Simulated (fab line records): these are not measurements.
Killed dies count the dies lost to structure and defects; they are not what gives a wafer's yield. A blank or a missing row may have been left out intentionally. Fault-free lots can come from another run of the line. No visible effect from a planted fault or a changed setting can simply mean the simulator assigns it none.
Which tool is to blame? + flow n5Finfet + 16 wafers from 6 lots sampled at 2 of the route's 1938 steps

WHAT THE GAUGES READ, wafer by wafer
N5_BEOL_M4_RS_MEAS_58: measures by four-point-probe.
| lot  | measured     | on           | M4_RS (ohm/sq) |
|------|--------------|--------------|----------------|
| L166 | day 9 22:36  | filmMetro-02 | 0.70 0.70      |
| L170 | day 11 01:20 | filmMetro-01 | 0.65 0.70 0.68 |
| L172 | day 11 06:58 | filmMetro-02 | 0.69 0.73 0.71 |
| L176 | day 11 22:04 | filmMetro-02 | 0.70 0.65      |
| L181 | day 13 05:59 | filmMetro-02 | 0.68 0.68 0.73 |
| L184 | day 14 03:53 | filmMetro-02 | 0.69 0.66 0.69 |

WHAT TOOL EACH LOT RAN ON (gives the tool, then ch and the chambers of the sampled wafers, and finally the start)
| lot  | N5_BEOL_M4_ANNEAL_82        |
|------|-----------------------------|
| L166 | pvdSputter-03, day 9 20:19  |
| L170 | pvdSputter-01, day 10 23:01 |
| L172 | pvdSputter-01, day 11 04:02 |
| L176 | pvdSputter-03, day 11 19:24 |
| L181 | pvdSputter-02, day 13 03:41 |
| L184 | pvdSputter-01, day 14 01:36 |
- N5_BEOL_M4_ANNEAL_82: time 240 s.

THE ANSWER, worked out from the rows above alone
Rule: the usual values come from the lots themselves. Put in order of their means at a reading, lots are off if they are a third of the lots or fewer, leave a main group of 4 or more, and stand apart from it by a gap of 3 or more times the standard deviation of the main group's means; of several such gaps the widest counts. A main group is skipped when, at the precision printed for the reading in the tables above, its means are all equal. A lot without any number at a reading at which 4 lots or more have one is off too. Where the step has rows for the other lots, those lots are counted as sound.
None of the lots is off at any reading shown; this tells nothing.

WHAT THE SIMULATOR HAD PUT IN
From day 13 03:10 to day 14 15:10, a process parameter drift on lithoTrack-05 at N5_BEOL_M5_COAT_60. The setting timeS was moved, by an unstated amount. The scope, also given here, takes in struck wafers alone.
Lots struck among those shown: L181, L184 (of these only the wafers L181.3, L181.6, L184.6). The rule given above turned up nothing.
